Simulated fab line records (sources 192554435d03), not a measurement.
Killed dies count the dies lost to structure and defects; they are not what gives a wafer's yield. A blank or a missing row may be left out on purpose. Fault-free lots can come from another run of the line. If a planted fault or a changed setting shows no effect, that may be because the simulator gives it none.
Problem report in the 8D (eight disciplines) form, filled by code	flow n5_finfet	the parts of the form that need people (team, actions taken, sign-off) are left out

## 1. THE PROBLEM
At N5_HKMG_FIN_COAT_30, spin_speed_rpm averages 1463.6 rpm over 6 wafers from 2 lots, while fault-free wafers read 1500.0 rpm, standard deviation 1.1. Relative to the usual mean, that is a shift of -33 standard deviations.
The step: time 60 s, resist thk 35 nm.
Earliest sighting: wafer L250.3 on litho_track-04 at day 8 03:29. The record has a number at this step for 27 wafers belonging to 9 lots. The rule behind "out" and "out of limits": a value lying over 4 standard deviations away from the usual mean. All remaining wafers that have a number are taken as sound.

## 2. WHAT IT IS AND WHAT IT IS NOT
question	is	is not
which readings at this step	spin_speed_rpm	resist_line_temp_C
which lots	L250, L251	L234, L235, L240, L241, L242, L243, L247
which wafers of those lots	all that have a number	-
read on which tools	litho_track-04	litho_track-01, litho_track-02
when	from day 8 03:29	up to then (21 sound wafers)

## 3. THE SUSPECTS, EACH WITH WHAT RULES IT OUT
Counting: a tool at a process step up to the reading stays a suspect if it ran every lot that is out and no sound lot after the first of them.
- rie_diel-03 at N5_DUMMY_REMOVAL_STRIP_10 (strips in N2/H2, time 40 s): kept. All lots that are out passed through it, beginning with L250 at day 7 22:31, and no sound lot followed; its final sound lot before that point was L247 at day 7 08:49.
- litho_track-04 at N5_HKMG_FIN_COAT_30 (time 60 s, resist thk 35 nm): kept. All lots that are out passed through it, beginning with L250 at day 8 03:29, and no sound lot followed; its final sound lot before that point was L243 at day 6 13:45. Out on those wafers are its own readings of spin_speed_rpm.
Left after counting: rie_diel-03 at N5_DUMMY_REMOVAL_STRIP_10, litho_track-04 at N5_HKMG_FIN_COAT_30.

## 4. THE CAUSE (what the simulator had put in)
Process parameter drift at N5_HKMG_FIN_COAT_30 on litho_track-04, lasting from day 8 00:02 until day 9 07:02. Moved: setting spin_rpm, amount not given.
After counting, 2 suspects remain, this tool included.

## 5. THE CHAIN OF EFFECTS, in route order
Each row: a reading where the mean over the struck wafers with a number is more than 3 standard deviations away from the usual. Readings are gone through only where the record gives a usual standard deviation; hours: the median, over the lots, of the time from a lot's start at the first step in this table giving one to that lot's start at this step; sigmas: the change measured in usual standard deviations.
hours	step	reading	usual	on struck wafers	change	sigmas
0	N5_HKMG_FIN_COAT_30	spin_speed_rpm	1500.0 rpm	1463.6	-36.4	-33
The process steps in it:
- N5_HKMG_FIN_COAT_30: time 60 s, resist thk 35 nm.
Later steps that measure or inspect, where all struck wafers having a row at the step show a number for every such reading and not one has moved that far: N5_BEOL_M4_RC_MEAS_101.

## 6. HOW IT WOULD HAVE BEEN CAUGHT EARLIER
In this record no reading fell out of limits until day 8 03:29, 3 hours after the fault had begun at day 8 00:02.
